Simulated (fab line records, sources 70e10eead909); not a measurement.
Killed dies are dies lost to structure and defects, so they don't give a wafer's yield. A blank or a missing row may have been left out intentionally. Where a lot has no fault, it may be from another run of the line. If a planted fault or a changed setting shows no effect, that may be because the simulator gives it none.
Matching of chambers || flow nand_harc || NHARC_A_STAIRCASE_TRIM_229 on rie_diel-01: 4 sister chambers
The step chemistry O2, time 211.2 s. 8 wafers are shown with their chamber, then 10 later ones without.

## WAFERS, EACH WITH ITS CHAMBER
{"wafer": "L081.3", "chamber": 3, "showerhead_plenum_p_Torr (Torr)": 3.59, "drypump_motor_current_A (A)": 6.0}
{"wafer": "L081.6", "chamber": 0, "showerhead_plenum_p_Torr (Torr)": 3.58, "drypump_motor_current_A (A)": 5.5}
{"wafer": "L083.6", "chamber": 1, "showerhead_plenum_p_Torr (Torr)": 3.74, "drypump_motor_current_A (A)": 6.1}
{"wafer": "L086.1", "chamber": 3, "showerhead_plenum_p_Torr (Torr)": 3.58, "drypump_motor_current_A (A)": 5.8}
{"wafer": "L086.2", "chamber": 0, "showerhead_plenum_p_Torr (Torr)": 3.57, "drypump_motor_current_A (A)": 5.5}
{"wafer": "L086.3", "chamber": 2, "showerhead_plenum_p_Torr (Torr)": 3.54, "drypump_motor_current_A (A)": 5.5}
{"wafer": "L089.3", "chamber": 1, "showerhead_plenum_p_Torr (Torr)": 3.73, "drypump_motor_current_A (A)": 6.1}
{"wafer": "L089.5", "chamber": 2, "showerhead_plenum_p_Torr (Torr)": 3.54, "drypump_motor_current_A (A)": 5.5}

## WAFERS WITHOUT THEIR CHAMBER
{"wafer": "L089.6", "showerhead_plenum_p_Torr (Torr)": 3.72, "drypump_motor_current_A (A)": 6.1}
{"wafer": "L091.1", "showerhead_plenum_p_Torr (Torr)": 3.53, "drypump_motor_current_A (A)": 5.5}
{"wafer": "L091.2", "showerhead_plenum_p_Torr (Torr)": 3.57, "drypump_motor_current_A (A)": 5.8}
{"wafer": "L091.5", "showerhead_plenum_p_Torr (Torr)": 3.72, "drypump_motor_current_A (A)": 6.1}
{"wafer": "L096.1", "showerhead_plenum_p_Torr (Torr)": 3.56, "drypump_motor_current_A (A)": 5.5}
{"wafer": "L096.3", "showerhead_plenum_p_Torr (Torr)": 3.56, "drypump_motor_current_A (A)": 5.9}
{"wafer": "L096.6", "showerhead_plenum_p_Torr (Torr)": 3.56, "drypump_motor_current_A (A)": 5.9}
{"wafer": "L097.1", "showerhead_plenum_p_Torr (Torr)": 3.55, "drypump_motor_current_A (A)": 5.9}
{"wafer": "L097.2", "showerhead_plenum_p_Torr (Torr)": 3.55, "drypump_motor_current_A (A)": 5.5}
{"wafer": "L097.4", "showerhead_plenum_p_Torr (Torr)": 3.52, "drypump_motor_current_A (A)": 5.5}

## WHICH CHAMBER EACH WENT THROUGH
{"wafer": "L089.6", "from the rows above": 1, "in truth": 1}
{"wafer": "L091.1", "from the rows above": 2, "in truth": 2}
{"wafer": "L091.2", "from the rows above": "can't be placed: 3 or 0", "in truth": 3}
{"wafer": "L091.5", "from the rows above": 1, "in truth": 1}
{"wafer": "L096.1", "from the rows above": "can't be placed: 0 or 2", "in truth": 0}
{"wafer": "L096.3", "from the rows above": 3, "in truth": 3}
{"wafer": "L096.6", "from the rows above": 3, "in truth": 3}
{"wafer": "L097.1", "from the rows above": "can't be placed: 3 or 2 or 0", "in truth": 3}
{"wafer": "L097.2", "from the rows above": 2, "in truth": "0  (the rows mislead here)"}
{"wafer": "L097.4", "from the rows above": 2, "in truth": 2}
Placed correctly: 6 of 10. From these rows, 3 cannot be placed; in 3 the true chamber is one of the candidates. Wrongly placed: 1.
How it was worked out, from the rows above alone: a wafer's distance from a chamber is the root of the sum, over the readings, of the square of ((its reading less the chamber's mean) divided by the reading's scatter). The wafer belongs to the nearest chamber; if the next one is less than 2 further off, it can't be placed. Each chamber's mean is taken over the wafers shown for it. The scatter: the root of (the sum of the squares of (reading less its chamber's mean) over the shown wafers, divided by (wafers less chambers)).
